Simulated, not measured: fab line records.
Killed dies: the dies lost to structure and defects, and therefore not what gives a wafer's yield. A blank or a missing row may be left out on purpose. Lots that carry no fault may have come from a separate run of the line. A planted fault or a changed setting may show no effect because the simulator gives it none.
One fault seen from 2 desks + flow n5-finfet + each desk has only its own numbers; what lay behind them comes last

## FOR THE TOOL OWNER'S DESK: rie-diel-04
The tool's own readings at N5_BEOL_M7_STRIP_19 (strips in O2): means of the sampled wafers that have a number, for each lot that ran on this tool. Marked OUT: a lot whose mean sits more than 4 standard deviations from the usual mean, which makes it out of limits; the brackets give that distance.
Columns: A = chamber-pressure-mTorr at N5_BEOL_M7_STRIP_19, usual 30.00 mTorr; B = drypump-motor-current-A at N5_BEOL_M7_STRIP_19, usual 5.76 A; C = oes-product-au at N5_BEOL_M7_STRIP_19, usual 0.79 a.u.; D = rf-vpp-V at N5_BEOL_M7_STRIP_19, usual 3.7 V; E = showerhead-plenum-p-Torr at N5_BEOL_M7_STRIP_19, usual 2.11 Torr; F = throttle-valve-pct at N5_BEOL_M7_STRIP_19, usual 16.61 %
| lot  | first seen here | A                       | B    | C    | D   | E    | F     |
|------|-----------------|-------------------------|------|------|-----|------|-------|
| L100 | day 8 17:43     | 30.01                   | 5.88 | 0.73 | 3.2 | 2.12 | 16.41 |
| L112 | day 12 01:22    | 29.99                   | 5.82 | 0.74 | 3.3 | 2.09 | 16.60 |
| L113 | day 12 08:13    | 20.97 (-99 or more) OUT | 5.81 | 0.73 | 3.8 | 2.09 | 16.60 |
| L116 | day 12 19:55    | 20.99 (-99 or more) OUT | 5.59 | 0.85 | 3.3 | 2.02 | 16.37 |
Finding of this desk: L113, L116 out of limits; the first was L113 at day 12 08:13, on chamber-pressure-mTorr at N5_BEOL_M7_STRIP_19. In limits: L100, L112.

## AT THE METROLOGY DESK
What the gauges read, lot by lot, whatever tool the lot ran on: means of the sampled wafers that have a number. Marked OUT: a lot whose mean sits more than 4 standard deviations from the usual mean, which makes it out of limits; the brackets give that distance.
Columns: A = M6_RS at N5_BEOL_M6_RS_MEAS_57, usual 0.284 ohm/sq; B = cd-nm at N5_BEOL_M7_CD_MEAS_11, usual 38.4 nm
| lot  | first seen here | A     | B    |
|------|-----------------|-------|------|
| L100 | day 8 15:44     | 0.282 | 38.6 |
| L102 | day 8 18:43     | 0.289 | 38.7 |
| L106 | day 10 02:58    | 0.278 | 38.9 |
| L107 | day 10 15:17    | 0.289 | 37.5 |
| L112 | day 11 19:56    | 0.284 | 37.4 |
| L113 | day 12 05:56    | 0.283 | 38.4 |
| L116 | day 12 17:28    | 0.282 | 37.9 |
| L117 | day 12 17:44    | 0.292 | 37.7 |
| L120 | day 14 00:37    | 0.281 | 38.6 |
| L119 | day 14 01:25    | 0.284 | 38.8 |
| L121 | day 15 03:46    | 0.280 | 38.0 |
Result from this desk: across the 11 lots, nothing is out of limits.

## ALL TOGETHER
The tool owner's desk had the chance to raise an alarm at day 12 08:13 on L113, L116.
Nothing out of limits was seen by the metrology desk.
The metrology desk holds a record of L113, L116, inside its limits.
On rie-diel-04, each named lot ran N5_BEOL_M7_STRIP_19.

## WHAT THE SIMULATOR HAD INSERTED
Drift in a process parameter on rie-diel-04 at N5_BEOL_M7_STRIP_19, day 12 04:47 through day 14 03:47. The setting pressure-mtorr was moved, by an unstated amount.
Shown lots that were struck: L113, L116.
Hours from the fault's start to each desk's first reading out of limits: the tool owner's desk, 3.
